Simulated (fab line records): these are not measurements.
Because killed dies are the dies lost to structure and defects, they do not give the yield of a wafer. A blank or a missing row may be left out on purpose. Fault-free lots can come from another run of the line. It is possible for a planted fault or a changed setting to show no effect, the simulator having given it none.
Matching of chambers    flow n5_finfet    N5_MOL_CONTACT_COAG_ALD_133 on ald_sin-02: 4 sister chambers
The step deposits SiO2, target thk 5 nm, pulse time 1 s, co reactant pulse time 1 s. 8 wafers are shown with their chamber, then 8 later ones without.

WAFERS WITH THEIR CHAMBER
wafer   chamber  heater_power_w (W)  precursor_pulse_height_rel
L081.6  1        77                  0.983
L083.3  0        79                  1.023
L083.5  2        71                  1.000
L085.6  2        70                  1.000
L087.1  3        77                  1.000
L087.3  0        79                  0.959
L087.4  1        81                  1.005
L091.1  3        75                  0.969

WAFERS WITH NO CHAMBER GIVEN
wafer   heater_power_w (W)  precursor_pulse_height_rel
L091.3  81                  0.985
L091.6  80                  0.995
L092.3  80                  1.000
L092.4  78                  1.003
L092.5  76                  0.969
L097.1  78                  1.011
L097.2  78                  0.967
L097.4  71                  1.020

EACH ONE'S CHAMBER
wafer   from the rows above           in truth
L091.3  can't be placed: 0 or 1 or 3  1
L091.6  can't be placed: 1 or 0 or 3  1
L092.3  can't be placed: 1 or 0 or 3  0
L092.4  can't be placed: 1 or 0 or 3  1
L092.5  can't be placed: 3 or 0 or 1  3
L097.1  can't be placed: 1 or 0 or 3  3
L097.2  can't be placed: 0 or 1 or 3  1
L097.4  2                             2
Correct placement for 1 of the 8. Unplaceable from these rows: 7, with the true chamber sitting among the candidates in 7. 0 placed wrongly.
How it was worked out, from the rows above alone: a wafer's distance from a chamber is the root of the sum, over the readings, of the square of ((its reading less the chamber's mean) divided by the reading's scatter). If the next closest chamber is less than 2 further off than the closest, the wafer can't be placed; otherwise it belongs to the closest. The mean given for a chamber averages the wafers shown for that chamber. How the scatter is found: for the shown wafers, subtract from each reading the mean of its chamber, square and add these, divide the total by (wafers less chambers), then take the root.
